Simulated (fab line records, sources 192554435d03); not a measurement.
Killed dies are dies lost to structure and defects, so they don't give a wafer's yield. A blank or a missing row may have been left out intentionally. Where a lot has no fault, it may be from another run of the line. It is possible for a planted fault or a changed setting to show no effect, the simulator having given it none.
The same fault as seen by 2 desks :: flow n5-finfet :: each desk has only its own numbers; what lay behind them comes last

AT THE METROLOGY DESK
What the gauges read for every lot (on any tool): the sampled wafers with a number, averaged. Marked OUT: a lot whose mean sits more than 4 standard deviations from the usual mean, which makes it out of limits; the brackets give that distance. Shown are 7 of the 12 readings it has, namely the first that went out of limits plus those furthest out on some lot.
Columns: A = CJ_N at N5_BEOL_M4_RC_MEAS_101, usual 4.33; B = IOFF_N_LONG at N5_BEOL_M4_RC_MEAS_101, usual 5.57e-05 nA/um; C = IOFF_P at N5_BEOL_M4_RC_MEAS_101, usual 0.21 nA/um; D = ION_N at N5_BEOL_M4_RC_MEAS_101, usual 672 uA/um; E = ION_P at N5_BEOL_M4_RC_MEAS_101, usual 462 uA/um; F = VT_N at N5_BEOL_M4_RC_MEAS_101, usual 250 mV; G = VT_P at N5_BEOL_M4_RC_MEAS_101, usual -250 mV
lot: L647
first seen here: day 8 08:36
A: 4.26
B: 5.58e-05
C: 0.22
D: 659
E: 466
F: 253
G: -249

lot: L648
first seen here: day 8 16:59
A: 4.21
B: 4.81e-05
C: 0.14
D: 647
E: 444
F: 257
G: -258

lot: L650
first seen here: day 9 12:59
A: 4.40
B: 5.65e-05
C: 0.21
D: 664
E: 460
F: 252
G: -250

lot: L655
first seen here: day 10 04:37
A: 4.45
B: 5.36e-05
C: 0.22
D: 665
E: 458
F: 252
G: -250

lot: L656
first seen here: day 10 09:46
A: 4.95 (+6.8) OUT
B: 6.04e-05
C: 0.17
D: 664
E: 457
F: 253
G: -254

lot: L657
first seen here: day 11 04:35
A: 5.22 (+9.6) OUT
B: 7.16e-05 (+5.9) OUT
C: 0.25
D: 684
E: 474
F: 246
G: -245

lot: L666
first seen here: day 13 07:49
A: 4.22
B: 5.92e-05
C: 0.24
D: 682
E: 471
F: 246
G: -247

lot: L667
first seen here: day 13 22:16
A: 4.32
B: 5.35e-05
C: 0.21
D: 667
E: 457
F: 251
G: -249

lot: L669
first seen here: day 14 01:53
A: 4.38
B: 5.90e-05
C: 0.22
D: 682
E: 474
F: 251
G: -248
This desk's result: L656, L657 out of limits, first on L656 (CJ_N at N5_BEOL_M4_RC_MEAS_101), day 10 09:46. In limits: L647, L648, L650, L655, L666, L667, L669.

DESK OF THE TOOL OWNER: implanter-02
For each lot that ran on this tool, the mean over its sampled wafers that have a number, from the tool's own readings at N5_WELL_APT_IMPLANT_32. Marked OUT: a lot whose mean sits more than 4 standard deviations from the usual mean, which makes it out of limits; the brackets give that distance.
Columns: A = dose-ions-cm2 at N5_WELL_APT_IMPLANT_32, usual 2e+13; B = faraday-current-uA at N5_WELL_APT_IMPLANT_32, usual 253
lot: L647
first seen here: day 1 23:10
A: 2e+13
B: 255

lot: L648
first seen here: day 2 03:06
A: 2e+13
B: 254

lot: L650
first seen here: day 2 15:36
A: 2e+13
B: 249

lot: L655
first seen here: day 3 21:25
A: 2e+13
B: 254

lot: L656
first seen here: day 4 03:21
A: 3e+13 (+99 or more) OUT
B: 340 (+19) OUT

lot: L657
first seen here: day 4 09:35
A: 3e+13 (+99 or more) OUT
B: 343 (+20) OUT

lot: L667
first seen here: day 6 21:35
A: 2e+13
B: 250

lot: L669
first seen here: day 7 09:53
A: 2e+13
B: 253
This desk finds L656, L657 out of limits, L656 being first, at day 4 03:21 (dose-ions-cm2 at N5_WELL_APT_IMPLANT_32). In limits: L647, L648, L650, L655, L667, L669.

TAKEN TOGETHER
On L656, L657, at day 4 03:21, an alarm was possible from the tool owner's desk.
An alarm was possible from the metrology desk at day 10 09:46, on L656, L657.
On implanter-02, each named lot ran N5_WELL_APT_IMPLANT_32.

WHAT THE SIMULATOR HAD INSERTED
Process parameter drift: implanter-02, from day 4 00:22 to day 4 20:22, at N5_WELL_APT_IMPLANT_32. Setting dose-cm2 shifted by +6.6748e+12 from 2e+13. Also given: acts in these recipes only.
Lots struck among those shown: L656, L657.
Time in hours from fault onset to the first out-of-limits reading at each desk: tool owner's desk 3, metrology desk 153.
